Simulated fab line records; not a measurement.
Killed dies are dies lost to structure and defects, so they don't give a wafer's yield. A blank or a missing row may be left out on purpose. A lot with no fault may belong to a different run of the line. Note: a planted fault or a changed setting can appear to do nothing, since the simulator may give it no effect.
Which tool was responsible?	flow n5_finfet	22 lots with 66 wafers sampled at 6 steps, on a route of 1938 steps

== WHAT EACH GAUGE READ, for each wafer ==
No reading from a measuring or inspecting step in the record can be judged against a usual standard deviation.

== TOOL THAT RAN EACH LOT (tool first, then ch and the chambers of the sampled wafers, then the start) ==
lot	N5_FIN_SAQP_HM_DEP_72	N5_FIN_SAQP_MANDREL_ETCH_22	N5_FIN_SAQP_SPACER1_ETCHBACK_25	N5_FIN_SAQP_ETCH_57	N5_FIN_SAQP_ETCH_67	N5_FIN_SAQP_HM_CD_35
L074	pecvd-03 ch 0,1,2, day 1 21:37	rie_si-03 ch 0,3, day 1 22:28	rie_diel-02 ch 0,2,3, day 2 00:01	rie_diel-04 ch 1,2, day 2 00:16	rie_diel-04 ch 1,2,3, day 2 01:13	cd_sem-02, day 2 02:25
L075	pecvd-03 ch 0,1, day 2 02:52	rie_si-03 ch 0,2, day 2 03:34	rie_diel-02 ch 2,3, day 2 05:27	rie_diel-04 ch 0,3, day 2 05:42	rie_diel-06 ch 1,3, day 2 06:29	cd_sem-03, day 2 07:31
L076	pecvd-03 ch 0,1, day 2 10:29	rie_si-01 ch 2,3, day 2 11:29	rie_diel-02 ch 0,2, day 2 13:07	rie_diel-02 ch 1,2, day 2 13:22	rie_diel-06 ch 0,1,3, day 2 14:06	cd_sem-03, day 2 15:08
L077	pecvd-03 ch 0,1, day 2 17:43	rie_si-03 ch 1,3, day 2 19:01	rie_diel-06 ch 0,3, day 2 21:00	rie_diel-02 ch 1,2, day 2 21:15	rie_diel-04 ch 0,1,2, day 2 21:59	cd_sem-02, day 2 23:01
L078	pecvd-03 ch 0,2, day 2 21:13	rie_si-04 ch 1,2, day 2 22:02	rie_diel-04 ch 0,3, day 2 23:34	rie_diel-04 ch 0,1,2, day 2 23:55	rie_diel-04 ch 0,1,2, day 3 00:38	cd_sem-02, day 3 01:40
L079	pecvd-03 ch 0,2, day 3 03:33	rie_si-03 ch 2,3, day 3 04:20	rie_diel-06 ch 1,3, day 3 06:14	rie_diel-06 ch 1,3, day 3 06:29	rie_diel-04 ch 0,1, day 3 07:17	cd_sem-02, day 3 08:19
L080	pecvd-01 ch 1, day 3 09:29	rie_si-01 ch 1,2,3, day 3 10:34	rie_diel-02 ch 1,2,3, day 3 12:11	rie_diel-06 ch 0,1, day 3 12:25	rie_diel-04 ch 1,2, day 3 13:09	cd_sem-01, day 3 14:11
L081	pecvd-03 ch 0,2, day 3 16:28	rie_si-01 ch 1,2,3, day 3 17:17	rie_diel-04 ch 2,3, day 3 18:48	rie_diel-02 ch 0,1, day 3 19:03	rie_diel-02 ch 2,3, day 3 19:52	cd_sem-01, day 3 20:55
L082	pecvd-01 ch 1, day 3 21:59	rie_si-04 ch 0,2, day 3 22:52	rie_diel-04 ch 0,3, day 4 00:24	rie_diel-06 ch 1,2,3, day 4 00:39	rie_diel-04 ch 0,1,2, day 4 01:22	cd_sem-03, day 4 02:25
L083	pecvd-01 ch 0,1, day 4 03:23	rie_si-04 ch 1,2,3, day 4 04:14	rie_diel-04 ch 0,1,2, day 4 06:54	rie_diel-02 ch 0,2,3, day 4 07:08	rie_diel-02 ch 0,2,3, day 4 08:07	cd_sem-01, day 4 09:10
L084	pecvd-03 ch 0,1,2, day 4 09:27	rie_si-01 ch 0,1,2, day 4 10:37	rie_diel-06 ch 1,2,3, day 4 12:08	rie_diel-06 ch 1,2,3, day 4 12:23	rie_diel-04 ch 0,1,3, day 4 13:11	cd_sem-02, day 4 14:13
L085	pecvd-03 ch 0,2, day 4 16:08	rie_si-04 ch 1,2,3, day 4 16:51	rie_diel-06 ch 0,2,3, day 4 20:10	rie_diel-02 ch 0,2, day 4 20:25	rie_diel-04 ch 0,1,3, day 4 21:13	cd_sem-03, day 4 22:49
L086	pecvd-01 ch 1,2, day 4 21:04	rie_si-01 ch 2,3, day 4 21:47	rie_diel-06 ch 1,2,3, day 4 23:20	rie_diel-06 ch 1,3, day 4 23:34	rie_diel-02 ch 0,2,3, day 5 00:18	cd_sem-02, day 5 01:56
L088	pecvd-03 ch 0,1, day 5 09:31	rie_si-01 ch 0,1,3, day 5 10:22	rie_diel-02 ch 2,3, day 5 11:53	rie_diel-06 ch 0,3, day 5 12:08	rie_diel-04 ch 0,2, day 5 12:58	cd_sem-03, day 5 14:04
L089	pecvd-03 ch 1,2, day 5 15:11	rie_si-01 ch 0,1,3, day 5 16:00	rie_diel-06 ch 2,3, day 5 17:32	rie_diel-02 ch 2,3, day 5 17:46	rie_diel-04 ch 1,2,3, day 5 18:40	cd_sem-03, day 5 19:49
L090	pecvd-03 ch 0,1, day 5 21:30	rie_si-01 ch 1,2,3, day 5 22:19	rie_diel-04 ch 0,1, day 6 00:08	rie_diel-04 ch 0,1,2, day 6 00:23	rie_diel-06 ch 0,2,3, day 6 01:07	cd_sem-01, day 6 02:17
L091	pecvd-04 ch 1,2, day 6 03:00	rie_si-01 ch 0,1,2, day 6 03:43	rie_diel-04 ch 0,1,3, day 6 05:14	rie_diel-06 ch 0,3, day 6 05:28	rie_diel-02 ch 2,3, day 6 06:13	cd_sem-03, day 6 07:14
L092	pecvd-04 ch 0,2, day 6 08:50	rie_si-01 ch 0,1,2, day 6 09:40	rie_diel-06 ch 0,1,2, day 6 11:13	rie_diel-06 ch 0,1,2, day 6 11:28	rie_diel-06 ch 0,1,3, day 6 12:30	cd_sem-01, day 6 14:08
L094	pecvd-04 ch 0,1, day 6 21:55	rie_si-01 ch 1,3, day 6 22:37	rie_diel-06 ch 2,3, day 7 01:42	rie_diel-06 ch 1,2, day 7 01:58	rie_diel-04 ch 0,1,2, day 7 02:41	cd_sem-01, day 7 07:22
L095	pecvd-03 ch 0,1,2, day 7 03:38	rie_si-03 ch 1,2,3, day 7 04:38	rie_diel-02 ch 0,2,3, day 7 09:28	rie_diel-02 ch 1,2,3, day 7 09:56	rie_diel-02 ch 0,2,3, day 7 10:40	cd_sem-03, day 7 12:58
L096	pecvd-04 ch 0,1,2, day 7 12:39	rie_si-03 ch 0,1,2, day 7 13:25	rie_diel-02 ch 1,2,3, day 7 15:25	rie_diel-04 ch 0,1, day 7 15:40	rie_diel-06 ch 1,2,3, day 7 16:23	cd_sem-02, day 7 17:26
L097	pecvd-04 ch 0,1,2, day 7 16:31	rie_si-01 ch 2,3, day 7 17:20	rie_diel-06 ch 1,3, day 7 18:55	rie_diel-04 ch 0,1, day 7 19:15	rie_diel-06 ch 0,1, day 7 19:59	cd_sem-01, day 7 21:01
- N5_FIN_SAQP_HM_DEP_72: deposits SiO2 from SiH4/N2O, target thk 12 nm, time 7.2 s.
- N5_FIN_SAQP_MANDREL_ETCH_22: etches a-Si in HBr/Cl2, stops on SiNx, target depth 60 nm, bt time 10 s, time 30 s.
- N5_FIN_SAQP_SPACER1_ETCHBACK_25: etches SiO2 in CHF3/O2, target depth 24.4 nm, time 12.2 s.
- N5_FIN_SAQP_ETCH_57: etches SiNx in CH3F/O2, target depth 32.5 nm, time 46.4 s.
- N5_FIN_SAQP_ETCH_67: etches SiNx in CH3F/O2, target depth 30 nm.
- N5_FIN_SAQP_HM_CD_35: target cd 8 nm.

== AS READ BY THE TOOLS THEMSELVES (means over the sampled wafers that have a number; for cases with no such wafer, the mark the record gives instead) ==
N5_FIN_SAQP_HM_DEP_72. Usual: chamber_pressure_Torr 0.7501 Torr, standard deviation 0.0016; heater_power_w 821 W, standard deviation 89; showerhead_plenum_p_Torr 8.16 Torr, standard deviation 0.14.
lot	tool	chamber_pressure_Torr (Torr)	heater_power_w (W)	showerhead_plenum_p_Torr (Torr)	flag
L074	pecvd-03	0.7501	769	8.16	
L075	pecvd-03	0.7495	745	8.04	
L076	pecvd-03	0.7493	757	8.13	
L077	pecvd-03	0.7504	709	8.12	
L078	pecvd-03	0.7482	796	8.24	
L079	pecvd-03	0.7505	766	8.10	
L080	pecvd-01	0.7505	862	8.06	
L081	pecvd-03	0.7497	798	8.23	
L082	pecvd-01	0.7507	864	8.05	
L083	pecvd-01	0.7503	847	8.11	
L084	pecvd-03	0.7514	776	8.18	
L085	pecvd-03	0.7495	780	8.11	
L086	pecvd-01	0.7491	857	8.09	
L088	pecvd-03	0.7493	779	8.04	
L089	pecvd-03	0.7500	785	8.27	
L090	pecvd-03	0.7509	773	8.13	
L091	pecvd-04	0.7502	824	8.13	
L092	pecvd-04	0.7502	866	8.20	
L094	pecvd-04	0.7505	902	8.15	
L095	pecvd-03	0.7510	787	8.19	
L096	pecvd-04	0.7507	898	8.14	
L097	pecvd-04	0.7495	891	8.14	

N5_FIN_SAQP_MANDREL_ETCH_22. Usual: drypump_motor_current_A 5.9 A, standard deviation 0.49; oes_product_au 0.771 a.u., standard deviation 0.015; throttle_valve_pct 35.29 %, standard deviation 0.26.
lot	tool	drypump_motor_current_A (A)	oes_product_au (a.u.)	throttle_valve_pct (%)	flag
L074	rie_si-03	5.1	0.777	35.32	
L075	rie_si-03	5.8	0.760	35.39	
L076	rie_si-01	6.3	0.764	35.43	
L077	rie_si-03	5.5	0.777	35.00	
L078	rie_si-04	5.6	0.785	35.10	
L079	rie_si-03	5.4	0.765	35.36	
L080	rie_si-01	6.4	0.771	35.50	
L081	rie_si-01	6.4	0.763	35.50	
L082	rie_si-04	5.5	0.780	35.19	
L083	rie_si-04	5.5	0.783	35.26	
L084	rie_si-01	6.0	0.761	35.31	
L085	rie_si-04	5.5	0.777	35.26	
L086	rie_si-01	6.4	0.776	35.42	
L088	rie_si-01	6.1	0.779	35.30	
L089	rie_si-01	6.1	0.766	35.32	
L090	rie_si-01	6.3	0.773	35.50	
L091	rie_si-01	6.0	0.763	35.31	
L092	rie_si-01	6.0	0.757	35.33	
L094	rie_si-01	6.4	0.778	35.57	
L095	rie_si-03	5.5	0.771	35.18	
L096	rie_si-03	5.8	0.764	35.19	
L097	rie_si-01	6.3	0.758	35.44	

N5_FIN_SAQP_SPACER1_ETCHBACK_25. Usual: O2_flow_sccm 4.997 sccm, standard deviation 0.015; drypump_motor_current_A 5.5 A, standard deviation 0.53; oes_product_au 0.80 a.u., standard deviation 0.1; rf_vpp_V 522 V, standard deviation 5; showerhead_plenum_p_Torr 2.41 Torr, standard deviation 0.064; throttle_valve_pct 18.87 %, standard deviation 0.22.
lot	tool	O2_flow_sccm (sccm)	drypump_motor_current_A (A)	oes_product_au (a.u.)	rf_vpp_V (V)	showerhead_plenum_p_Torr (Torr)	throttle_valve_pct (%)	flag
L074	rie_diel-02	4.982	5.3	0.75	519	2.34	19.01	
L075	rie_diel-02	5.012	5.2	0.80	521	2.38	18.94	
L076	rie_diel-02	4.997	5.0	0.75	517	2.35	19.07	
L077	rie_diel-06	5.015	5.3	0.74	519	2.40	18.93	
L078	rie_diel-04	5.008	6.0	0.90	531	2.46	18.53	
L079	rie_diel-06	5.008	5.2	0.70	523	2.45	19.14	
L080	rie_diel-02	4.998	5.8	0.84	522	2.45	18.84	
L081	rie_diel-04	4.986	5.3	0.94	525	2.46	18.68	
L082	rie_diel-04	5.011	5.8	0.86	531	2.46	18.70	
L083	rie_diel-04	5.006	5.6	0.87	524	2.44	18.63	
L084	rie_diel-06	4.999	5.5	0.78	521	2.41	19.00	
L085	rie_diel-06	5.003	5.6	0.80	521	2.39	18.86	
L086	rie_diel-06	5.010	5.5	0.78	521	2.41	19.02	
L088	rie_diel-02	4.998	5.6	0.89	526	2.52	18.72	
L089	rie_diel-06	4.985	5.7	0.84	521	2.38	18.88	
L090	rie_diel-04	4.989	6.0	0.82	527	2.44	18.59	
L091	rie_diel-04	4.988	5.7	0.81	526	2.43	18.76	
L092	rie_diel-06	4.985	5.7	0.85	523	2.41	18.84	
L094	rie_diel-06	4.997	5.7	0.82	521	2.37	18.89	
L095	rie_diel-02	4.999	5.3	0.79	522	2.42	18.94	
L096	rie_diel-02	4.993	5.9	0.88	521	2.44	18.76	
L097	rie_diel-06	4.995	5.1	0.78	520	2.41	18.97	

N5_FIN_SAQP_ETCH_57. Usual: O2_flow_sccm 20.00 sccm, standard deviation 0.061; drypump_motor_current_A 5.5 A, standard deviation 0.53; etch_rf_on_time_s 46.1 s, standard deviation 0.9; oes_product_au 0.68 a.u., standard deviation 0.083; rf_vpp_V 296 V, standard deviation 3.1; showerhead_plenum_p_Torr 2.00 Torr, standard deviation 0.05; throttle_valve_pct 16.32 %, standard deviation 0.23.
lot	tool	O2_flow_sccm (sccm)	drypump_motor_current_A (A)	etch_rf_on_time_s (s)	oes_product_au (a.u.)	rf_vpp_V (V)	showerhead_plenum_p_Torr (Torr)	throttle_valve_pct (%)	flag
L074	rie_diel-04	19.94	5.3	45.7	0.60	296	2.03	16.43	
L075	rie_diel-04	19.99	6.0	45.4	0.80	302	2.05	15.93	
L076	rie_diel-02	20.07	6.1	46.6	0.64	294	1.99	16.46	
L077	rie_diel-02	19.99	6.1	46.3	0.63	293	1.98	16.47	
L078	rie_diel-04	20.00	5.6	45.3	0.77	297	2.03	16.05	
L079	rie_diel-06	19.99	5.1	46.3	0.62	295	2.01	16.53	
L080	rie_diel-06	19.95	5.6	46.3	0.62	297	2.02	16.44	
L081	rie_diel-02	19.99	6.1	47.0	0.58	293	1.94	16.55	
L082	rie_diel-06	20.02	5.5	46.3	0.68	296	2.00	16.45	
L083	rie_diel-02	19.96	5.3	46.8	0.71	296	2.02	16.33	
L084	rie_diel-06	20.00	5.5	46.0	0.67	297	2.00	16.45	
L085	rie_diel-02	20.03	5.0	46.8	0.62	294	1.94	16.54	
L086	rie_diel-06	20.06	5.1	45.7	0.61	295	2.00	16.56	
L088	rie_diel-06	19.98	5.5	46.1	0.62	295	1.99	16.38	
L089	rie_diel-02	20.03	5.2	45.9	0.73	296	2.05	16.28	
L090	rie_diel-04	19.97	5.6	45.9	0.73	298	2.03	16.09	
L091	rie_diel-06	19.98	5.5	46.1	0.62	296	1.99	16.39	
L092	rie_diel-06	20.05	5.7	46.7	0.73	296	2.00	16.26	
L094	rie_diel-06	20.02	5.8	46.8	0.76	297	1.99	16.22	
L095	rie_diel-02	20.07	5.9	45.1	0.76	295	2.03	16.19	
L096	rie_diel-04	20.00	6.0	46.0	0.69	299	2.02	16.05	
L097	rie_diel-04	20.10	5.7	47.4	0.64	296	2.00	16.26	

N5_FIN_SAQP_ETCH_67. Usual: O2_flow_sccm 20.00 sccm, standard deviation 0.063; drypump_motor_current_A 5.6 A, standard deviation 0.48; oes_product_au 0.83 a.u., standard deviation 0.1; rf_vpp_V 297 V, standard deviation 3.1; showerhead_plenum_p_Torr 2.02 Torr, standard deviation 0.048; throttle_valve_pct 16.26 %, standard deviation 0.25.
lot	tool	O2_flow_sccm (sccm)	drypump_motor_current_A (A)	oes_product_au (a.u.)	rf_vpp_V (V)	showerhead_plenum_p_Torr (Torr)	throttle_valve_pct (%)	flag
L074	rie_diel-04	20.03	5.4	0.76	297	2.03	16.37	
L075	rie_diel-06	19.98	5.2	0.71	297	2.04	16.62	
L076	rie_diel-06	19.99	5.4	0.73	295	2.02	16.49	
L077	rie_diel-04	20.00	5.6	0.91	298	2.03	16.08	
L078	rie_diel-04	20.03	5.7	0.90	298	2.03	16.08	
L079	rie_diel-04	20.09	5.7	0.80	298	2.01	16.21	
L080	rie_diel-04	19.95	5.4	0.83	295	2.01	16.27	
L081	rie_diel-02	20.08	5.3	0.89	297	2.06	16.25	
L082	rie_diel-04	19.96	5.6	0.87	297	2.03	16.09	
L083	rie_diel-02	19.99	5.3	0.83	297	2.02	16.36	
L084	rie_diel-04	20.02	5.8	0.82	299	2.02	16.19	
L085	rie_diel-04	19.99	5.7	0.82	300	2.02	16.20	
L086	rie_diel-02	20.06	5.3	0.82	297	2.02	16.35	
L088	rie_diel-04	20.07	5.9	0.92	300	2.05	15.91	
L089	rie_diel-04	19.98	5.4	0.83	297	2.02	16.27	
L090	rie_diel-06	20.06	5.6	0.78	296	1.98	16.36	
L091	rie_diel-02	20.00	5.6	0.89	299	2.08	16.18	
L092	rie_diel-06	19.95	5.4	0.80	295	2.01	16.39	
L094	rie_diel-04	20.06	5.6	0.84	298	2.02	16.13	
L095	rie_diel-02	19.89	5.3	0.80	296	2.01	16.40	
L096	rie_diel-06	20.01	5.5	0.83	296	2.00	16.35	
L097	rie_diel-06	19.99	5.5	0.85	298	2.03	16.32	

N5_FIN_SAQP_HM_CD_35. Usual: cd_nm reads 8.12 nm (standard deviation 0.23).
lot	tool	cd_nm (nm)	flag
L074	cd_sem-02	8.06	
L075	cd_sem-03	8.09	
L076	cd_sem-03	8.12	
L077	cd_sem-02	8.22	
L078	cd_sem-02	7.98	
L079	cd_sem-02	7.98	
L080	cd_sem-01	8.16	
L081	cd_sem-01	8.21	
L082	cd_sem-03	8.33	
L083	cd_sem-01	8.14	
L084	cd_sem-02	8.02	
L085	cd_sem-03	8.22	
L086	cd_sem-02	8.06	
L088	cd_sem-03	8.09	
L089	cd_sem-03	8.26	
L090	cd_sem-01	8.03	
L091	cd_sem-03	8.11	
L092	cd_sem-01	7.95	
L094	cd_sem-01	8.09	
L095	cd_sem-03	8.21	
L096	cd_sem-02	8.06	
L097	cd_sem-01	8.08	

== THE ANSWER, worked out from the rows above alone ==
Rule: a lot counts as off when the mean over its wafers that have a number is more than 3 standard deviations away from the usual mean. A lot without any number at a reading at which 4 lots or more have one is off too. Any other lot the step has rows for is counted as sound. After the gauges, taken in route order, come the tools' own readings; for these a lot's mean is taken, as printed above. The first step at which some lot is off is used, and at that step the reading that is off furthest; a lot without a number counts as furthest.
Across all readings shown, no lot is off: no conclusion can be drawn from this.

== WHAT THE SIMULATOR PUT IN ==
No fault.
